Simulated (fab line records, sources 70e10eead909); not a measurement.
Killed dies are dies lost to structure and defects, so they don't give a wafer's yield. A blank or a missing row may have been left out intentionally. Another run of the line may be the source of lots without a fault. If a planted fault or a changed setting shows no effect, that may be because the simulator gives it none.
Struck lot and sound lot, side by side / flow nand_harc / 39 steps out of a route of 1302
Sound: these wafers, L463.2, L463.3, L463.5. Struck: wafer L472.3 (L472.4, L472.5, from the same lot, were not struck and are left out); the cause is given at the end.
For every step that has rows: the tool of each side, followed by ch and its chambers, followed by its first start. Under that, the readings that differ: sound wafers / struck wafers / difference of the means / sigmas: that difference in standard deviations of wafers without a fault.
alike: readings whose means differ by less than 2 such deviations, and words and numbers that are the same on both sides. not compared: withheld readings, readings that some wafer has no value for, bounds like >300 that may hide the same value, and numbers for which the record gives no deviation and whose values overlap.
The two part at a step that has a row with sigmas, a row that says differs or no value, or rows on one side only. Non-overlapping numbers with no deviation appear without sigmas and do not part them. Lack of a reading on every wafer of one side parts them only where that side has two or more wafers.

first, 1 step without rows for these wafers: NHARC_P_BONDPAD_DEVELOP_08 (time 50 s).
NHARC_P_BONDPAD_CD_MEAS_09: the cd target is 500 nm.
  sound on cd_sem-01 ch 0, day 7 00:18; struck on cd_sem-03 ch 0, day 10 09:19
reading=cd_nm (nm); sound=495.4 496.3 494.0; struck=503.6; difference=+8.4; sigmas=+3
NHARC_P_BONDPAD_OVL_MEAS_38:
  sound on overlay-02, day 7 00:23; struck on overlay-01, day 10 09:24
reading=overlay_x_nm (nm); sound=-9 -9 -8; struck=11; difference=+20; sigmas=+3
  alike: overlay_y_nm
then, 3 steps without rows for these wafers: NHARC_P_BONDPAD_HARDBAKE_10 (time 65 s); NHARC_P_BONDPAD_DESCUM_11 (chemistry O2, time 3 s); NHARC_P_BONDPAD_ETCH_37 (etches the open film in N2/H2, target depth 60 nm, overetch 18 nm, time 65.91 s).
NHARC_P_BONDPAD_ETCH_12: etches the open film in CHF3/O2, target depth 200 nm, time 100 s.
  sound on rie_diel-05 ch 0,2,3; struck on rie_diel-11 ch 0
reading=drypump_motor_current_A (A); sound=6.4 5.7 6.6; struck=5.4; difference=-0.8; sigmas=-2
  alike: oes_product_au, rf_vpp_V, showerhead_plenum_p_Torr, throttle_valve_pct
  not compared: rf_hours_counter_h
NHARC_P_BONDPAD_CD_MEAS_13:
  sound on cd_sem-02, day 7 00:50; struck on cd_sem-02, day 10 09:53
reading=cd_nm (nm); sound=494.9 495.0 493.4; struck=503.0; difference=+8.6; sigmas=+3
then, 3 steps without rows for these wafers: NHARC_P_BONDPAD_STRIP_15 (strips in O2); NHARC_P_BONDPAD_ETCH_24 (etches the open film in CF4/N2, target depth 30 nm, time 72.99 s); NHARC_P_BONDPAD_STRIP_16 (strips in post etch residue remover, time 600 s).
NHARC_P_BONDPAD_DEGAS_25: time 60 s.
  sound on pvd_sputter-02, day 7 01:28; struck on pvd_sputter-03, day 10 10:31
  alike: heater_power_w
NHARC_P_BONDPAD_PRE_CLEAN_26: time 30 s.
  sound on pvd_sputter-02, day 7 01:32; struck on pvd_sputter-03, day 10 10:34
  alike: heater_power_w
NHARC_P_BONDPAD_PVD_17: deposits TaN, target thk 5 nm, time 8.06 s.
  sound on pvd_sputter-02; struck on pvd_sputter-03
  alike: cathode_dc_power_W, throttle_valve_pct
then, 2 steps without rows for these wafers: NHARC_P_BONDPAD_PVD_27 (deposits Cu, target thk 30 nm, time 20.49 s); NHARC_P_BONDPAD_ECD_18 (material Cu, target thk 400 nm).
NHARC_P_BONDPAD_ANNEAL_28: time 90 s.
  sound on rtp_anneal-02 ch 0, day 7 02:16; struck on rtp_anneal-01 ch 0, day 10 11:34
reading=wafer_temp_C_max; sound=226.0 226.1 226.5; struck=226.9; difference=+0.7; sigmas=+2
then, 1 step without rows for these wafers: NHARC_P_BONDPAD_CMP_19 (polishes, t overpolish 30 s, cu recess touch 16 s, target thk 160.81 nm).
NHARC_P_BONDPAD_THK_MEAS_20: measures by xrf.
  sound on film_metro-02, day 7 02:53; struck on film_metro-02, day 10 12:08
  alike: thk_nm
then, 15 steps without rows for these wafers: NHARC_P_BONDPAD_SRD_21 (time 30 s, dry time 20 s); NHARC_P_BONDPAD_ACTIVATE_29 (chemistry N2, time 60 s); NHARC_P_BONDPAD_PRECLEAN_30 (cleans in DIW, time 300 s); NHARC_P_BONDPAD_SRD_31 (time 30 s, dry time 20 s); NHARC_A_ZERO_WELL_PRECLEAN_00 (cleans in SPM, time 600 s); NHARC_A_ZERO_WELL_SRD_01; NHARC_A_ZERO_WELL_DEHYDRATE_02 (time 120 s); NHARC_A_ZERO_WELL_HMDS_03 (time 30 s); NHARC_A_ZERO_WELL_COAT_18 (time 65 s); NHARC_A_ZERO_WELL_COAT_04 (resist thk 600 nm); NHARC_A_ZERO_WELL_SOFTBAKE_05 (time 70 s); NHARC_A_ZERO_WELL_EBR_06; NHARC_A_ZERO_WELL_EXPOSE_07 (exposes mask A ZERO); NHARC_A_ZERO_WELL_PEB_08 (peb time 80 s); NHARC_A_ZERO_WELL_DEVELOP_09 (time 50 s).
NHARC_A_ZERO_WELL_CD_MEAS_10: the cd target is 2000 nm.
  sound on cd_sem-03 ch 0, day 7 04:25; struck on cd_sem-02 ch 0, day 10 13:40
  alike: cd_nm
then, 2 steps without rows for these wafers: NHARC_A_ZERO_WELL_HARDBAKE_11 (time 65 s); NHARC_A_ZERO_WELL_DESCUM_12 (chemistry O2, time 3 s).
NHARC_A_ZERO_WELL_ETCH_19: etches the open film in N2/H2, target depth 80 nm, overetch 24 nm, time 87.88 s.
  sound on rie_diel-07 ch 1,3, day 7 04:40; struck on rie_diel-07 ch 0, day 10 13:55
reading=oes_product_au (a.u.); sound=1.007 0.985 0.981; struck=1.023; difference=+0.032; sigmas=+2
  alike: drypump_motor_current_A, rf_vpp_V, showerhead_plenum_p_Torr, throttle_valve_pct
  not compared: rf_hours_counter_h
-- record jumps: 18 days between struck wafers' starts before vs after; left off in module A_ZERO_WELL, resumes in module END, first step shown is number 1302 of the route --
NHARC_END_SORT_01:
  at this point the record logs the struck wafers (prober-02 ch 0, day 28 06:46) and has no rows for the sound ones

WHERE THEY PART
At NHARC_P_BONDPAD_CD_MEAS_09 first; at NHARC_END_SORT_01 last (within this record only).

WHY: what the simulator had put in
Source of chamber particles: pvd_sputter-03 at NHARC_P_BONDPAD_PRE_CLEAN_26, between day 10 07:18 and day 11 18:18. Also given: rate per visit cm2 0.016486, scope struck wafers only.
